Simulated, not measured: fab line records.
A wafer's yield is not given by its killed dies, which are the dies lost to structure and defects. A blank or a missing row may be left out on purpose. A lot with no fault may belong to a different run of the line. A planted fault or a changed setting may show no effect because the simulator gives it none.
Matching of chambers + flow n5Finfet + N5_BEOL_M9_ETCH_61 on rieDiel-03 has 4 sister chambers
The step etches SiARC in CF4, target depth 39 nm, time 65 s. 22 wafers are shown with their chamber, then 11 later ones without.

WAFERS WITH THEIR CHAMBER
| wafer  | chamber | showerheadPlenumPTorr (Torr) | drypumpMotorCurrentA (A) | throttleValvePct (%) |
|--------|---------|------------------------------|--------------------------|----------------------|
| L079.4 | 3       | 2.05                         | 5.7                      | 16.04                |
| L079.5 | 3       | 2.05                         | 5.7                      | 16.04                |
| L079.6 | 0       | 1.98                         | 5.7                      | 15.65                |
| L075.2 | 3       | 2.05                         | 5.7                      | 16.04                |
| L075.5 | 0       | 1.98                         | 5.6                      | 15.68                |
| L075.6 | 3       | 2.05                         | 5.7                      | 16.06                |
| L082.2 | 2       | 2.22                         | 5.1                      | 15.92                |
| L082.4 | 1       | 2.10                         | 5.6                      | 15.57                |
| L082.5 | 3       | 2.05                         | 5.7                      | 16.09                |
| L083.2 | 3       | 2.05                         | 5.7                      | 16.09                |
| L083.3 | 1       | 2.10                         | 5.6                      | 15.57                |
| L083.6 | 3       | 2.05                         | 5.7                      | 16.07                |
| L086.2 | 3       | 2.05                         | 5.7                      | 16.09                |
| L086.3 | 2       | 2.22                         | 5.2                      | 15.92                |
| L086.5 | 0       | 1.97                         | 5.7                      | 15.72                |
| L089.1 | 0       | 1.97                         | 5.7                      | 15.74                |
| L089.3 | 3       | 2.04                         | 5.7                      | 16.10                |
| L089.6 | 3       | 2.04                         | 5.7                      | 16.10                |
| L091.1 | 3       | 2.04                         | 5.7                      | 16.11                |
| L091.3 | 2       | 2.21                         | 5.2                      | 15.95                |
| L091.4 | 1       | 2.10                         | 5.6                      | 15.62                |
| L090.2 | 3       | 2.04                         | 5.7                      | 16.11                |

SIGNATURES, as means of the wafers listed above
| reading               | chamber 0 | chamber 1 | chamber 2 | chamber 3 | scatter within a chamber |
|-----------------------|-----------|-----------|-----------|-----------|--------------------------|
| showerheadPlenumPTorr | 1.9750    | 2.1000    | 2.2167    | 2.0467    | 0.00491                  |
| drypumpMotorCurrentA  | 5.675     | 5.600     | 5.167     | 5.700     | 0.0281                   |
| throttleValvePct      | 15.6975   | 15.5867   | 15.9300   | 16.0783   | 0.0292                   |
Rule: a wafer lies at a distance from a chamber equal to the root of the sum of squares, over the readings, of (its reading less the chamber's mean, divided by the reading's scatter). If the next closest chamber is less than 2 further off than the closest, the wafer can't be placed; otherwise it belongs to the closest. The scatter: take each reading less its chamber's mean, square it, sum over the shown wafers, divide by the number of wafers less the number of chambers, and take the root.

WAFERS WITHOUT THEIR CHAMBER
| wafer  | showerheadPlenumPTorr (Torr) | drypumpMotorCurrentA (A) | throttleValvePct (%) |
|--------|------------------------------|--------------------------|----------------------|
| L090.3 | 1.97                         | 5.7                      | 15.74                |
| L090.6 | 1.97                         | 5.7                      | 15.75                |
| L093.1 | 1.97                         | 5.7                      | 15.74                |
| L093.3 | 2.21                         | 5.2                      | 15.98                |
| L093.6 | 2.21                         | 5.2                      | 15.97                |
| L094.2 | 2.04                         | 5.7                      | 16.12                |
| L094.3 | 2.21                         | 5.1                      | 15.98                |
| L094.6 | 1.97                         | 5.7                      | 15.74                |
| L096.1 | 2.21                         | 5.2                      | 15.99                |
| L096.3 | 2.04                         | 5.7                      | 16.15                |
| L096.4 | 1.96                         | 5.7                      | 15.78                |

WHICH CHAMBER EACH ONE RAN IN
| wafer  | from the rows above | in truth |
|--------|---------------------|----------|
| L090.3 | 0                   | 0        |
| L090.6 | 0                   | 0        |
| L093.1 | 0                   | 0        |
| L093.3 | 2                   | 2        |
| L093.6 | 2                   | 2        |
| L094.2 | 3                   | 3        |
| L094.3 | 2                   | 2        |
| L094.6 | 0                   | 0        |
| L096.1 | 2                   | 2        |
| L096.3 | 3                   | 3        |
| L096.4 | 0                   | 0        |
Correctly placed: 11 of 11. Left unplaced by these rows: 0. Wrongly placed: 0.
